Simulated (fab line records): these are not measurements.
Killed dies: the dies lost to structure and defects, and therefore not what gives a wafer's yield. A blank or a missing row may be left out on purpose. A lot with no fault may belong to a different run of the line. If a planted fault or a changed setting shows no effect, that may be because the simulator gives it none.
Which tool is to blame? | flow nand harc | at 1 step of a route of 1159, 24 lots with 72 wafers sampled

## WHAT THE GAUGES READ, wafer by wafer
NHARC_A_CONTACT_CD_MEAS_69: the cd target is 200 nm.
lot  | measured     | on        | cd nm (nm)
L074 | day 16 09:55 | cd sem-01 | 200.9 199.6 199.0
L077 | day 16 21:59 | cd sem-02 | 200.1 199.8 201.7
L075 | day 16 22:32 | cd sem-01 | 200.0 198.7 199.1
L078 | day 17 13:24 | cd sem-02 | 199.4 200.6 198.7
L076 | day 17 15:45 | cd sem-02 | 200.2 199.4 199.6
L079 | day 18 04:26 | cd sem-03 | 200.2 199.6 200.8
L080 | day 18 06:07 | cd sem-02 | 200.3 200.3 200.6
L081 | day 18 10:58 | cd sem-01 | 199.5 198.9 200.0
L082 | day 18 20:59 | cd sem-03 | 199.8 200.8 200.4
L083 | day 18 21:11 | cd sem-02 | 200.8 200.8 200.9
L084 | day 19 01:11 | cd sem-02 | 199.2 200.5 200.1
L085 | day 19 06:55 | cd sem-01 | 199.9 199.4 199.9
L087 | day 19 12:55 | cd sem-03 | 200.1 199.6 199.0
L086 | day 19 19:24 | cd sem-02 | 200.9 199.7 201.7
L090 | day 20 10:19 | cd sem-02 | 199.1 199.0 201.1
L088 | day 20 13:23 | cd sem-03 | 199.4 198.9 199.4
L093 | day 20 13:56 | cd sem-02 | 200.6 201.2 199.5
L089 | day 20 18:33 | cd sem-01 | 199.1 200.6 199.9
L091 | day 20 20:37 | cd sem-02 | 201.8 200.8 200.5
L092 | day 21 02:40 | cd sem-02 | 199.0 200.3 199.8
L094 | day 21 18:37 | cd sem-03 | 200.4 200.1 200.8
L096 | day 21 20:22 | cd sem-03 | 198.8 198.4 199.9
L097 | day 21 22:00 | cd sem-02 | 200.2 198.5 199.8
L095 | day 22 09:36 | cd sem-03 | 199.6 199.9 198.6

## WHICH TOOL RAN EACH LOT (tool, then ch and the chambers of the sampled wafers, then the start)
Before these readings, the record contains no process step.

## WHAT THE TOOLS THEMSELVES READ (means of the sampled wafers that have a number; where no wafer has one, the mark that the record gives instead)
The record holds no such reading with a usual standard deviation.

## THE ANSWER, worked out from the rows above alone
Rule: what is usual is taken from the lots themselves. Put in order of their means at a reading, lots are off if they are a third of the lots or fewer, leave a main group of 4 or more, and stand apart from it by a gap of 3 or more times the standard deviation of the main group's means; of several such gaps the widest counts. The tables above print the reading to a certain number of digits; a main group whose means all agree to those digits is not used. Also off: a lot with no number at a reading for which 4 or more lots have one. The other lots that the step has rows for count as sound. The gauges are gone through in route order, then the tools' own readings, and for those a lot's mean is taken as printed above. The first step at which some lot is off is used, and at that step the reading that is off furthest; a lot without a number counts as furthest.
None of the lots is off at any reading shown; this tells nothing.

## WHAT THE SIMULATOR HAD PUT IN
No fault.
